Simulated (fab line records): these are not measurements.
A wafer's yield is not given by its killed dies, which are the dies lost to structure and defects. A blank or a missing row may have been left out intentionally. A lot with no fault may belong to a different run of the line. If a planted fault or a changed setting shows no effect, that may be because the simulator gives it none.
Matching of chambers    flow nand harc    4 sister chambers for NHARC_A_STAIRCASE_TRIM_20 on rie diel-11
The step chemistry O2, time 211.2 s. 18 wafers are shown with their chamber, then 9 later ones without.

== WAFERS, EACH WITH ITS CHAMBER ==
wafer   chamber  drypump motor current A (A)  showerhead plenum p Torr (Torr)  throttle valve pct (%)
L081.2  0        6.0                          3.32                             17.037
L081.3  1        6.4                          3.46                             17.040
L081.4  2        6.1                          3.49                             17.044
L082.2  3        4.8                          3.36                             17.042
L082.3  0        5.9                          3.32                             17.052
L082.6  1        6.4                          3.46                             17.052
L083.2  2        6.0                          3.49                             17.048
L083.4  3        4.8                          3.36                             17.037
L083.5  3        4.8                          3.36                             17.029
L084.2  2        6.0                          3.48                             17.036
L084.4  0        5.9                          3.31                             17.032
L084.6  1        6.4                          3.45                             17.038
L088.1  1        6.4                          3.45                             17.030
L088.3  0        5.9                          3.31                             17.030
L088.6  2        6.1                          3.48                             17.052
L089.2  0        5.9                          3.31                             17.039
L089.3  1        6.4                          3.45                             17.028
L089.4  0        5.9                          3.31                             17.029

SIGNATURES (averages over the wafers above)
reading                   chamber 0  chamber 1  chamber 2  chamber 3  scatter within a chamber
drypump motor current A   5.917      6.400      6.050      4.800      0.0362
showerhead plenum p Torr  3.3133     3.4540     3.4850     3.3600     0.00502
throttle valve pct        17.03650   17.03760   17.04500   17.03600   0.00826
Rule: distance of a wafer from a chamber = root of the sum over the readings of ((wafer's reading minus chamber's mean) / reading's scatter) squared. The wafer belongs to the nearest chamber; if the next one is less than 2 further off, it can't be placed. The scatter: take each reading less its chamber's mean, square it, sum over the shown wafers, divide by the number of wafers less the number of chambers, and take the root.

== WAFERS WHOSE CHAMBER IS MISSING ==
wafer   drypump motor current A (A)  showerhead plenum p Torr (Torr)  throttle valve pct (%)
L095.1  4.8                          3.35                             17.040
L095.4  5.9                          3.30                             17.029
L095.5  6.0                          3.48                             17.031
L096.1  4.8                          3.34                             17.045
L096.2  5.9                          3.30                             17.047
L096.4  6.0                          3.48                             17.040
L097.2  4.8                          3.34                             17.035
L097.3  6.1                          3.47                             17.039
L097.5  6.1                          3.47                             17.039

== WHICH CHAMBER EACH WENT THROUGH ==
wafer   from the rows above  in truth
L095.1  3                    3
L095.4  0                    0
L095.5  2                    2
L096.1  3                    3
L096.2  0                    0
L096.4  2                    2
L097.2  3                    3
L097.3  2                    2
L097.5  2                    2
Correct placement for 9 of the 9. Number that these rows cannot place: 0. Wrongly placed: 0.
